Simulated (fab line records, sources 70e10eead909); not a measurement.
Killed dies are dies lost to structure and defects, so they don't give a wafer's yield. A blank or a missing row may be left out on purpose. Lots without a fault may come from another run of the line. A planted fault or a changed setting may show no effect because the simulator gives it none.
Which tool did it? | flow nand_harc | 13 lots, 39 wafers sampled, at 6 steps of a route of 1302

WHAT THE GAUGES READ, wafer by wafer
NHARC_P_BONDPAD_CD_MEAS_09: target cd 500 nm. Usual: cd_nm 499.9 nm, standard deviation 1.6.
lot  | measured     | on        | cd_nm (nm)        | flag
L477 | day 7 02:47  | cd_sem-01 | 500.5 501.0 500.4 |
L478 | day 7 07:35  | cd_sem-02 | 500.3 499.6 498.7 |
L479 | day 8 00:35  | cd_sem-02 | 500.9 499.3 499.1 |
L480 | day 8 08:58  | cd_sem-03 | 499.7 498.1 499.5 |
L481 | day 8 13:39  | cd_sem-02 | 501.8 500.3 501.1 |
L482 | day 9 05:21  | cd_sem-02 | 503.2 499.0 498.5 |
L484 | day 9 17:06  | cd_sem-02 | 500.6 501.5 501.6 |
L486 | day 10 20:52 | cd_sem-02 | 500.3 498.9 499.7 |
L487 | day 10 23:49 | cd_sem-03 | 499.4 499.2 498.9 |
L492 | day 13 07:04 | cd_sem-02 | 499.6 499.3 502.0 |
L494 | day 14 04:13 | cd_sem-03 | 502.2 500.5 499.0 |
L498 | day 15 13:50 | cd_sem-02 | 497.1 498.8 500.1 |
L499 | day 16 05:41 | cd_sem-01 | 499.9 502.4 500.7 |

NHARC_A_ONON_D1_THK_MEAS_11: measures by ellipsometry. Usual: thk_nm 1001 nm, standard deviation 8.6.
lot  | measured     | on            | thk_nm (nm)    | flag
L477 | day 8 06:16  | film_metro-02 | 1013 1013 1014 |
L478 | day 8 12:09  | film_metro-01 | 1006 1008 1005 |
L479 | day 9 07:01  | film_metro-02 | 980 980 982    |
L480 | day 9 13:05  | film_metro-01 | 997 998 999    |
L481 | day 9 17:12  | film_metro-02 | 991 989 990    |
L482 | day 10 14:11 | film_metro-02 | 1000 1000 998  |
L484 | day 11 02:20 | film_metro-01 | 1000 999 999   |
L486 | day 12 01:13 | film_metro-01 | 1003 1001 1003 |
L487 | day 12 01:12 | film_metro-02 | 1013 1011 1013 |
L492 | day 14 14:12 | film_metro-02 | 994 995 996    |
L494 | day 15 08:26 | film_metro-01 | 1005 1006 1004 |
L498 | day 16 18:40 | film_metro-01 | 1008 1008 1007 |
L499 | day 17 09:40 | film_metro-02 | 988 987 986    |

NHARC_A_ONON_D1_THK_MEAS_21: measures by ellipsometry. Usual: thk_nm 1003 nm, standard deviation 6.5.
lot  | measured     | on            | thk_nm (nm)    | flag
L477 | day 8 15:02  | film_metro-01 | 998 999 998    |
L478 | day 9 00:43  | film_metro-01 | 1000 999 999   |
L479 | day 9 15:53  | film_metro-02 | 1003 1004 1003 |
L480 | day 10 00:19 | film_metro-02 | 998 997 999    |
L481 | day 10 00:22 | film_metro-01 | 1006 1007 1005 |
L482 | day 10 23:53 | film_metro-01 | 990 990 990    |
L484 | day 11 13:57 | film_metro-01 | 997 999 998    |
L486 | day 12 12:36 | film_metro-02 | 998 1000 998   |
L487 | day 12 12:37 | film_metro-01 | 1003 1003 1002 |
L492 | day 14 23:29 | film_metro-02 | 1711 1709 1710 | OFF
L494 | day 15 17:20 | film_metro-02 | 1700 1699 1698 | OFF
L498 | day 17 04:05 | film_metro-01 | 1008 1011 1009 |
L499 | day 17 21:38 | film_metro-02 | 995 995 995    |

NHARC_END_SORT_01. Usual: killed_at_array 55, standard deviation 20; killed_at_other 0.7, standard deviation 0.96; killed_at_periphery 4.1, standard deviation 2.4; killed_dies 60, standard deviation 20; killed_open 3.3, standard deviation 1.9; killed_short 2.8, standard deviation 1.6.
lot  | measured     | on        | killed_at_array | killed_at_other | killed_at_periphery | killed_dies | killed_open | killed_short | flag
L492 | day 30 18:16 | prober-01 | 674 674 675     | 2 2 0           | 1 1 2               | 677 677 677 | 1 6 4       | 0 3 3        | OFF
L494 | day 32 04:08 | prober-01 | 676 677 676     | 0 0 0           | 1 0 1               | 677 677 677 | 3 1 3       | 3 0 4        | OFF

WHICH TOOL RAN EACH LOT (tool, then ch and the chambers of the sampled wafers, then the start)
lot  | NHARC_P_BONDPAD_DEGAS_25     | NHARC_A_ONON_D1_DEP_19
L477 | pvd_sputter-03, day 7 03:56  | pecvd_onon-01 ch 0, day 8 14:35
L478 | pvd_sputter-02, day 7 08:44  | pecvd_onon-01 ch 0, day 9 00:13
L479 | pvd_sputter-02, day 8 02:14  | pecvd_onon-02 ch 0, day 9 15:26
L480 | pvd_sputter-01, day 8 10:07  | pecvd_onon-02 ch 0, day 9 23:52
L481 | pvd_sputter-01, day 8 14:47  | pecvd_onon-01 ch 0, day 9 23:49
L482 | pvd_sputter-03, day 9 06:36  | pecvd_onon-01 ch 0, day 10 23:30
L484 | pvd_sputter-03, day 9 18:16  | pecvd_onon-03 ch 0, day 11 13:27
L486 | pvd_sputter-02, day 10 22:02 | pecvd_onon-03 ch 0, day 12 12:13
L487 | pvd_sputter-01, day 11 01:04 | pecvd_onon-02 ch 0, day 12 12:13
L492 | pvd_sputter-03, day 13 08:13 | pecvd_onon-03 ch 0, day 14 23:03
L494 | pvd_sputter-01, day 14 05:27 | pecvd_onon-03 ch 0, day 15 16:50
L498 | pvd_sputter-01, day 15 14:59 | pecvd_onon-01 ch 0, day 17 03:34
L499 | pvd_sputter-03, day 16 06:50 | pecvd_onon-02 ch 0, day 17 21:10
- NHARC_P_BONDPAD_DEGAS_25: time 60 s.
- NHARC_A_ONON_D1_DEP_19: target thk 1000 nm.

WHAT THE TOOLS THEMSELVES READ (means of the sampled wafers that have a number; where no wafer has one, the mark that the record gives instead)
NHARC_P_BONDPAD_DEGAS_25. Usual: heater_power_w 477 W, standard deviation 56.
lot  | tool           | heater_power_w (W) | flag
L477 | pvd_sputter-03 | 442                |
L478 | pvd_sputter-02 | 460                |
L479 | pvd_sputter-02 | 447                |
L480 | pvd_sputter-01 | 538                |
L481 | pvd_sputter-01 | 522                |
L482 | pvd_sputter-03 | 430                |
L484 | pvd_sputter-03 | 451                |
L486 | pvd_sputter-02 | 463                |
L487 | pvd_sputter-01 | 526                |
L492 | pvd_sputter-03 | 454                |
L494 | pvd_sputter-01 | 561                |
L498 | pvd_sputter-01 | 547                |
L499 | pvd_sputter-03 | 445                |

NHARC_A_ONON_D1_DEP_19. Usual: nh3_flow_sccm 500.0 sccm, standard deviation 1.5.
lot  | tool          | nh3_flow_sccm (sccm) | flag
L477 | pecvd_onon-01 | 500.4                |
L478 | pecvd_onon-01 | 500.4                |
L479 | pecvd_onon-02 | 500.0                |
L480 | pecvd_onon-02 | 501.3                |
L481 | pecvd_onon-01 | 500.3                |
L482 | pecvd_onon-01 | 501.4                |
L484 | pecvd_onon-03 | 500.4                |
L486 | pecvd_onon-03 | 499.8                |
L487 | pecvd_onon-02 | 500.4                |
L492 | pecvd_onon-03 | 499.7                |
L494 | pecvd_onon-03 | 502.5                |
L498 | pecvd_onon-01 | 498.6                |
L499 | pecvd_onon-02 | 498.4                |

THE ANSWER, worked out from the rows above alone
Rule: a lot is off if the mean of its wafers that have a number lies more than 3 standard deviations from the usual mean. A lot without any number at a reading at which 4 lots or more have one is off too. The other lots that the step has rows for count as sound. The gauges are gone through in route order, then the tools' own readings, and for those a lot's mean is taken as printed above. The first step at which some lot is off is used, and at that step the reading that is off furthest; a lot without a number counts as furthest.
Off: L492, L494, at NHARC_A_ONON_D1_THK_MEAS_21 (thk_nm).
A tool fits if, at a process step before that reading, it ran every lot that is off, and no sound lot after the first of them. The gauges at NHARC_A_ONON_D1_THK_MEAS_21 aren't tried: what is off there is off at NHARC_END_SORT_01 too, on other tools, and a gauge's error can't cause that. One fits: pecvd_onon-03 at NHARC_A_ONON_D1_DEP_19. Its last sound lot is L486 (day 12 12:13), its first lot that is off L492 (day 14 23:03): a fault that began between those two fits.

WHAT THE SIMULATOR HAD PUT IN
Process parameter drift: pecvd_onon-03, from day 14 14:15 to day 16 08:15, at NHARC_A_ONON_D1_DEP_19. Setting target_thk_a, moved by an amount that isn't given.
Lots struck among those shown: L492, L494. The rule above found the same.
